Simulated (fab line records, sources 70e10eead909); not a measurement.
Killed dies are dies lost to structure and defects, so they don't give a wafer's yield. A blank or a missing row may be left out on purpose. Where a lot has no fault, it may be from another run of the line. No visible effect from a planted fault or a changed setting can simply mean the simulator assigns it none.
fab line records ; flow nand_harc
record lots=12; wafers=36; last_day=34
route steps=1302 shown A_SLIT@936 A_WL_FILL@953 END@1302
lots that met no fault: taken from a fault-free run of the same line
start_h: the number of hours between the record's first day and the start of the first shown wafer of the lot ; wait_h: how many hours have passed since the lot's step before this one ; " same as the row above ; L1.1+2: several wafers, shown together as one row ; - either no value or no given start ; * or withheld: withheld ; < > ~ a bound
route shown NAME@n: names a module that has steps shown in the file, with the first one's number in the route ; usual: mean/standard deviation of fault-free wafers ; same: alike in all rows ; chamber/n: place in a boat ; sites: readings site by site ; _std_site: standard deviation across them ; _edge_site: the outer-site mean with the inner-site mean subtracted ; radius_mm: how far each site lies from the wafer's centre ; mask NAME#n: copy n ; behind: tool/chamber where the wafer was last shaped ; hold: reason for holding the lot/hours on hold/outcome of the hold ; device: the n, p or np transistor that did not switch ; end of line: the tests these same wafers got at the end of their route ; a step given without rows: its recipe and nothing more ; killed: dies that structure and defects cost at the first sort, which is not the same as the wafer's yield ; map: the dies of a wafer, with x for killed, . for not killed, _ for no die there
set.NAME: the run value of the setting; set.NAME@STEP: its run value at that earlier step ; model.NAME: the simulator's own value behind a step, which no gauge read
steps of the route over a sample of lots; a table a step, a row a wafer
services: from which hour (start_h, from the record's first day; less than 0 if before it) a tool's chamber was out of use, for how many hours, and why
## steps
# step NHARC_A_SLIT_DESCUM_14
# recipe time_s=3; o2_flow_sccm=200; ar_flow_sccm=0; bias_power_w=0; chemistry=O2
# usual drypump_motor_current_A=5.6/0.41; oes_product_au=1.005/0.011; rf_vpp_V=57.8/0.87; showerhead_plenum_p_Torr=1.91/0.081; throttle_valve_pct=11.311/0.01
lot.wafer;tool;chamber;start_h;wait_h;drypump_motor_current_A;oes_product_au;rf_hours_counter_h;rf_vpp_V;showerhead_plenum_p_Torr;throttle_valve_pct
L508.2;rie_diel-01;3;463.58;0.1;4.8;1.007;5;58.0;2.01;11.308
L508.1;rie_diel-01;0;463.58;0.1;6.1;1.001;5;59.9;1.95;11.304
L508.6;rie_diel-01;0;463.58;0.1;6.1;0.994;-;57.4;1.95;11.315
L507.2;rie_diel-01;2;464.44;0.6;6.1;1.013;3;58.7;1.81;11.313
L507.1;rie_diel-01;3;464.44;0.6;4.8;1.002;6;58.5;2.00;11.297
L507.4;rie_diel-01;1;464.44;0.6;5.6;1.002;5;56.5;1.80;11.323
L515.2;rie_diel-01;0;544.86;0.1;6.1;0.992;12;55.5;1.95;11.309
L515.5;rie_diel-01;3;544.86;0.1;4.8;1.010;-;59.6;2.00;11.310
L515.6;rie_diel-01;0;544.86;0.1;6.1;1.002;-;56.6;1.95;11.312
L514.3;rie_diel-03;0;545.02;0.1;5.9;0.991;4;57.4;1.99;11.322
L514.2;rie_diel-03;1;545.02;0.1;5.7;0.999;4;58.1;2.03;11.315
L514.4;rie_diel-03;2;545.02;0.1;4.9;1.006;4;56.4;1.95;11.313
L516.4;rie_diel-03;0;552.28;0.1;5.9;0.997;5;58.2;1.99;11.322
L516.2;rie_diel-03;1;552.28;0.1;5.7;0.986;5;58.5;2.03;11.296
L516.1;rie_diel-03;2;552.28;0.1;4.9;1.001;4;58.0;1.95;11.310
L518.1;rie_diel-03;1;585.42;0.1;5.6;0.992;7;58.4;2.03;11.303
L518.5;rie_diel-03;2;585.42;0.1;4.9;1.022;-;57.8;1.94;11.292
L518.6;rie_diel-03;3;585.42;0.1;5.7;1.011;-;58.3;1.89;11.323
L521.4;rie_diel-03;3;606.24;0.1;5.7;1.015;8;56.8;1.89;11.308
L521.3;rie_diel-03;0;606.24;0.1;5.9;1.012;8;58.4;1.99;11.298
L521.6;rie_diel-03;1;606.24;0.1;5.7;0.995;-;57.9;2.03;11.305
L522.2;rie_diel-01;1;609.43;0.1;5.6;1.009;3;58.2;1.79;11.312
L522.4;rie_diel-01;1;609.43;0.1;5.6;1.020;-;58.4;1.79;11.336
L522.5;rie_diel-01;1;609.43;0.1;5.6;1.015;-;56.9;1.79;11.320
L524.4;rie_diel-03;3;630.33;0.1;5.7;1.012;10;58.6;1.89;11.299
L524.6;rie_diel-03;3;630.33;0.1;5.7;1.016;-;57.2;1.89;11.306
L524.5;rie_diel-03;0;630.33;0.1;6.0;1.016;-;58.1;1.99;11.302
L527.4;rie_diel-10;1;660.08;0.1;5.7;0.980;3;57.7;1.82;11.310
L527.6;rie_diel-10;0;660.08;0.1;5.9;1.020;-;58.1;1.99;11.338
L527.5;rie_diel-10;1;660.08;0.1;5.8;0.975;-;58.9;1.82;11.289
L529.2;rie_diel-10;3;685.35;0.1;5.7;1.022;6;56.8;1.85;11.321
L529.3;rie_diel-10;1;685.35;0.1;5.8;0.994;6;57.6;1.82;11.304
L529.5;rie_diel-10;3;685.35;0.1;5.7;1.014;-;58.5;1.85;11.306
L528.2;rie_diel-10;3;692.33;0.1;5.7;1.010;7;58.3;1.85;11.317
L528.3;rie_diel-10;1;692.33;0.1;5.8;0.986;7;57.5;1.82;11.318
L528.6;rie_diel-10;0;692.33;0.1;5.9;1.005;-;58.0;1.99;11.297
# step NHARC_A_SLIT_ETCH_15
# recipe target_depth_a=62000; over_etch_frac=0.3; time_s=1612; ion_energy_ev=150; o2_flow_sccm=400; cos_flow_sccm=20; ar_flow_sccm=0; rf_w=500; bias_w=300; chemistry=O2/COS
# usual drypump_motor_current_A=5.6/0.4; oes_product_au=1.005/0.0093; rf_vpp_V=314.0/1.9; showerhead_plenum_p_Torr=3.12/0.12; throttle_valve_pct=28.329/0.0087
lot.wafer;tool;chamber;start_h;wait_h;drypump_motor_current_A;oes_product_au;rf_hours_counter_h;rf_vpp_V;showerhead_plenum_p_Torr;throttle_valve_pct
L508.2;rie_diel-01;3;-;-;4.8;1.005;5;316.2;3.26;28.316
L508.1;rie_diel-01;0;-;-;6.1;1.000;5;314.6;3.18;28.334
L508.6;rie_diel-01;3;-;-;4.8;1.014;-;316.1;3.26;28.326
L507.1;rie_diel-01;3;-;-;4.8;1.010;6;317.9;3.26;28.324
L507.2;rie_diel-01;1;-;-;5.6;1.005;5;311.8;2.94;28.332
L507.4;rie_diel-01;2;-;-;6.1;1.014;3;312.6;2.97;28.335
L515.2;rie_diel-01;1;-;-;5.6;0.998;12;311.6;2.94;28.328
L515.6;rie_diel-01;0;-;-;6.1;1.005;-;315.5;3.18;28.325
L515.5;rie_diel-01;1;-;-;5.6;1.001;-;311.9;2.94;28.324
L514.4;rie_diel-03;3;-;-;5.7;1.005;4;312.9;3.09;28.314
L514.2;rie_diel-03;0;-;-;5.9;1.006;4;316.8;3.25;28.319
L514.3;rie_diel-03;1;-;-;5.7;0.991;4;317.1;3.31;28.314
L516.4;rie_diel-03;0;-;-;5.9;0.993;5;314.9;3.24;28.330
L516.2;rie_diel-03;1;-;-;5.6;0.990;5;316.1;3.30;28.329
L516.1;rie_diel-03;2;-;-;4.9;1.006;5;314.0;3.17;28.332
L518.1;rie_diel-03;3;-;-;5.7;1.010;7;313.7;3.09;28.324
L518.6;rie_diel-03;2;-;-;4.9;1.011;-;316.2;3.17;28.317
L518.5;rie_diel-03;3;-;-;5.7;1.017;-;313.2;3.09;28.341
L521.4;rie_diel-03;3;-;-;5.7;1.002;8;314.3;3.09;28.347
L521.3;rie_diel-03;2;-;-;4.9;1.010;8;314.3;3.17;28.328
L521.6;rie_diel-03;3;-;-;5.7;1.012;-;313.4;3.09;28.326
L522.2;rie_diel-01;1;609.67;0.1;5.6;1.016;3;312.7;2.94;28.314
L522.4;rie_diel-01;3;609.67;0.1;4.8;1.002;-;314.3;3.26;28.335
L522.5;rie_diel-01;3;609.67;0.1;4.8;0.996;-;316.4;3.26;28.321
L524.4;rie_diel-03;3;-;-;5.7;1.019;10;313.1;3.09;28.326
L524.5;rie_diel-03;0;-;-;5.9;1.005;-;315.9;3.24;28.332
L524.6;rie_diel-03;1;-;-;5.7;0.995;-;314.6;3.30;28.333
L527.4;rie_diel-10;3;-;-;5.7;1.017;4;312.4;3.02;28.324
L527.5;rie_diel-10;1;-;-;5.8;0.982;-;312.4;2.98;28.328
L527.6;rie_diel-10;2;-;-;5.4;1.000;-;312.6;3.08;28.326
L529.3;rie_diel-10;2;-;-;5.5;1.002;7;313.5;3.08;28.327
L529.2;rie_diel-10;3;-;-;5.7;1.016;6;313.1;3.02;28.325
L529.5;rie_diel-10;2;-;-;5.5;1.020;-;313.1;3.08;28.336
L528.2;rie_diel-10;0;-;-;5.9;0.998;6;315.9;3.24;28.339
L528.3;rie_diel-10;1;-;-;5.8;0.975;7;312.4;2.98;28.340
L528.6;rie_diel-10;2;-;-;5.5;1.012;-;313.3;3.08;28.305
# step NHARC_A_WL_FILL_RTA_01
# recipe temp_c=1000; time_s=5
# usual lamp_power_pct=28.5/2.2; lamp_zone_2_pct=28.5/2.2; wafer_temp_C_max=1004.7/0.97
lot.wafer;tool;chamber;start_h;wait_h;lamp_power_pct;lamp_zone_2_pct;wafer_temp_C_max
L507.1;rtp_anneal-01;0;476.81;-;31.1;31.1;1005.2
L507.2;rtp_anneal-01;0;476.81;-;31.1;31.1;1004.9
L507.4;rtp_anneal-01;0;476.81;-;31.1;31.2;1004.3
L508.1;rtp_anneal-02;0;476.81;-;26.7;26.7;1005.0
L508.2;rtp_anneal-02;0;476.81;-;26.7;26.7;1005.5
L508.6;rtp_anneal-02;0;476.81;-;26.7;26.7;1003.4
L515.2;rtp_anneal-01;0;558.09;-;31.1;31.1;1006.5
L515.5;rtp_anneal-01;0;558.09;-;31.1;31.2;1005.0
L515.6;rtp_anneal-01;0;558.09;-;31.1;31.1;1005.6
L514.2;rtp_anneal-02;0;561.88;-;26.7;26.8;1003.4
L514.3;rtp_anneal-02;0;561.88;-;26.8;26.7;1003.2
L514.4;rtp_anneal-02;0;561.88;-;26.7;26.7;1004.0
L516.1;rtp_anneal-02;0;569.77;-;26.7;26.8;1005.0
L516.2;rtp_anneal-02;0;569.77;-;26.7;26.7;1005.8
L516.4;rtp_anneal-02;0;569.77;-;26.7;26.7;1004.4
L518.1;rtp_anneal-02;0;599.73;-;26.7;26.7;1005.3
L518.5;rtp_anneal-02;0;599.73;-;26.7;26.7;1004.2
L518.6;rtp_anneal-02;0;599.73;-;26.7;26.7;1004.0
L521.3;rtp_anneal-01;0;622.15;0.4;31.1;31.1;1006.1
L521.4;rtp_anneal-01;0;622.15;0.4;31.2;31.1;1005.6
L521.6;rtp_anneal-01;0;622.15;0.4;31.2;31.1;1003.6
L522.2;rtp_anneal-01;0;623.89;0.4;31.1;31.1;1004.4
L522.4;rtp_anneal-01;0;623.89;0.4;31.1;31.1;1005.6
L522.5;rtp_anneal-01;0;623.89;0.4;31.1;31.1;1004.9
L524.4;rtp_anneal-02;0;643.58;-;26.7;26.8;1004.0
L524.5;rtp_anneal-02;0;643.58;-;26.7;26.7;1006.1
L524.6;rtp_anneal-02;0;643.58;-;26.7;26.7;1004.0
L527.4;rtp_anneal-01;0;673.44;-;31.2;31.1;1004.9
L527.5;rtp_anneal-01;0;673.44;-;31.1;31.2;1003.3
L527.6;rtp_anneal-01;0;673.44;-;31.1;31.1;1005.0
L529.2;rtp_anneal-02;0;698.02;-;26.7;26.7;1002.2
L529.3;rtp_anneal-02;0;698.02;-;26.7;26.7;1003.4
L529.5;rtp_anneal-02;0;698.02;-;26.7;26.7;1004.4
L528.2;rtp_anneal-01;0;707.73;0.3;31.1;31.1;1005.0
L528.3;rtp_anneal-01;0;707.73;0.3;31.2;31.1;1005.1
L528.6;rtp_anneal-01;0;707.73;0.3;31.1;31.1;1007.4
# step NHARC_A_WL_FILL_STRIP_28
# recipe time_s=1200; temp_c=72.5; chemistry=post_etch_residue_remover
# usual bath_guard_temp_C=72.3/0.42; bath_heat_duty_pct=14.6/1.4
lot.wafer;tool;chamber;start_h;wait_h;bath_guard_temp_C;bath_heat_duty_pct
L507.4;wet_bench-06;4;478.42;0.1;71.8;13.4
L507.1;wet_bench-06;5;478.42;0.1;72.3;13.5
L507.2;wet_bench-06;6;478.42;0.1;72.4;13.3
L508.6;wet_bench-03;6;478.42;0.1;72.1;14.1
L508.2;wet_bench-03;7;478.42;0.1;72.5;17.0
L508.1;wet_bench-03;0;478.42;0.1;72.2;13.2
L515.6;wet_bench-06;2;559.66;0.1;72.4;16.0
L515.2;wet_bench-06;3;559.66;0.1;72.2;13.9
L515.5;wet_bench-06;4;559.66;0.1;71.9;12.8
L514.3;wet_bench-06;3;563.84;0.1;72.5;14.2
L514.2;wet_bench-06;4;563.84;0.1;71.9;12.7
L514.4;wet_bench-06;7;563.84;0.1;71.8;15.0
L516.4;wet_bench-04;7;571.93;0.1;71.8;16.3
L516.1;wet_bench-04;2;571.93;0.1;72.6;14.0
L516.2;wet_bench-04;4;571.93;0.1;72.8;12.3
L518.6;wet_bench-04;7;601.33;0.1;71.9;17.4
L518.1;wet_bench-04;2;601.33;0.1;72.5;14.0
L518.5;wet_bench-04;3;601.33;0.1;72.7;15.4
L521.3;wet_bench-06;6;623.68;0.1;-;-
L521.4;wet_bench-06;0;623.68;0.1;-;-
L521.6;wet_bench-06;1;623.68;0.1;-;-
L522.4;wet_bench-06;3;625.44;0.1;-;-
L522.5;wet_bench-06;4;625.44;0.1;-;-
L522.2;wet_bench-06;5;625.44;0.1;-;-
L524.5;wet_bench-06;1;645.08;0.0;-;-
L524.6;wet_bench-06;2;645.08;0.0;-;-
L524.4;wet_bench-06;3;645.08;0.0;-;-
L527.5;wet_bench-06;0;674.96;0.1;71.7;14.6
L527.4;wet_bench-06;1;674.96;0.1;72.4;13.7
L527.6;wet_bench-06;3;674.96;0.1;72.2;14.6
L529.2;wet_bench-06;5;699.90;0.2;72.1;15.0
L529.5;wet_bench-06;6;699.90;0.2;72.7;14.2
L529.3;wet_bench-06;0;699.90;0.2;71.4;14.8
L528.3;wet_bench-03;0;709.28;0.1;72.2;13.2
L528.2;wet_bench-03;1;709.28;0.1;72.6;14.2
L528.6;wet_bench-03;2;709.28;0.1;71.7;14.6
# step NHARC_END_SORT_01
# recipe temp_c=25
# usual killed_at_array=64/16; killed_at_other=1.0/1.1; killed_at_periphery=3.5/2.3; killed_dies=69/17; killed_open=3.2/1.6; killed_short=2.4/1.6
# same gross_dies=677
lot.wafer;tool;chamber;start_h;wait_h;killed_at_array;killed_at_other;killed_at_periphery;killed_dies;killed_open;killed_short
L522.2;prober-02;0;725.19;2.8;61;0;8;69;4;4
L521.3;prober-01;0;725.95;3.1;52;0;3;55;1;1
L521.4;prober-01;0;726.76;3.4;51;1;4;56;3;3
L521.6;prober-01;0;728.38;4.0;55;0;1;56;3;0
# killed by level:class
L522.2 A_SLIT:chamber_film_flake=25 A_CHANNEL_HOLE_D2:chamber_film_flake=12 A_CHANNEL_HOLE_D1:chamber_film_flake=6 A_CONTACT:chamber_film_flake=6 P_M0:geometric_particle:open=3 P_CONTACT:chamber_film_flake=3 A_ZERO_WELL:chamber_film_flake=3 A_BONDPAD:chamber_film_flake=3
L521.3 A_CHANNEL_HOLE_D2:chamber_film_flake=29 A_CHANNEL_HOLE_D1:chamber_film_flake=12 A_CONTACT:chamber_film_flake=4 A_STAIRCASE:chamber_film_flake=2 A_SLIT:chamber_film_flake=2 P_ZERO_WELL:geometric_particle:short=1 P_M2:geometric_particle:open=1 P_GATE:chamber_film_flake=1
L521.4 A_CHANNEL_HOLE_D2:chamber_film_flake=23 A_CHANNEL_HOLE_D1:chamber_film_flake=11 A_SLIT:chamber_film_flake=4 A_CONTACT:chamber_film_flake=3 P_CONTACT:geometric_particle:open=2 A_STAIRCASE:chamber_film_flake=2 A_BLC:chamber_film_flake=2 P_M0:geometric_particle:open=1
L521.6 A_CHANNEL_HOLE_D2:chamber_film_flake=21 A_SLIT:chamber_film_flake=8 A_CHANNEL_HOLE_D1:chamber_film_flake=7 A_STAIRCASE:chamber_film_flake=6 A_CHANNEL_FILL_D1:chamber_film_flake=3 A_CONTACT:chamber_film_flake=3 A_CHANNEL_FILL_D2:chamber_film_flake=2 A_BONDPAD:chamber_film_flake=2
## services
tool;chamber;start_h;hours;kind
rie_diel-10;1;445.25;3.9;repair
rie_diel-03;1;445.42;4.8;repair
rie_diel-03;-;458.45;9.0;pm
rie_diel-10;-;460.75;5.4;repair
rie_diel-01;3;475.20;7.0;repair
rie_diel-03;0;493.57;3.7;repair
rie_diel-10;1;499.88;3.1;repair
wet_bench-06;-;508.95;3.5;repair
rie_diel-10;-;528.98;1.6;repair
rie_diel-10;1;532.25;5.3;repair
wet_bench-03;-;539.92;3.8;repair
wet_bench-06;-;545.60;8.0;pm
rie_diel-01;1;555.68;2.0;repair
rie_diel-10;1;557.30;13.3;repair
rie_diel-01;-;557.80;9.0;pm
wet_bench-03;-;562.48;8.0;pm
rie_diel-10;3;564.30;2.0;repair
wet_bench-04;-;579.20;8.0;pm
rie_diel-01;0;583.54;59.1;repair
rie_diel-10;-;596.54;9.0;pm
rie_diel-01;2;607.97;29.9;repair
rie_diel-03;-;635.45;9.0;pm
rie_diel-01;1;638.84;8.6;repair
rie_diel-03;2;663.42;14.7;repair
## key
first_sign step=NHARC_A_WL_FILL_STRIP_28; reading=tool_record; direction=missing
effect none on later readings
met_at NHARC_A_WL_FILL_STRIP_28
struck_lots L521,L522,L524
tester_left_out L521,L522,L524
not_acting_at NHARC_A_SLIT_DESCUM_14,NHARC_A_SLIT_ETCH_15,NHARC_A_WL_FILL_RTA_01
onset_between 563.84 623.68
fault kind=skipped_step_whole; tool=wet_bench-06; chamber=-; onset_h=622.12; steps=NHARC_A_WL_FILL_STRIP_28; scope=struck_lots_only
# tester_left_out: of these lots the tester's yield and bins aren't shown, on N5 and GAA mostly nor the transistor test; their killed dies are dies lost to structure and defects alone, not to doping, threshold or leakage, so they don't give the yield
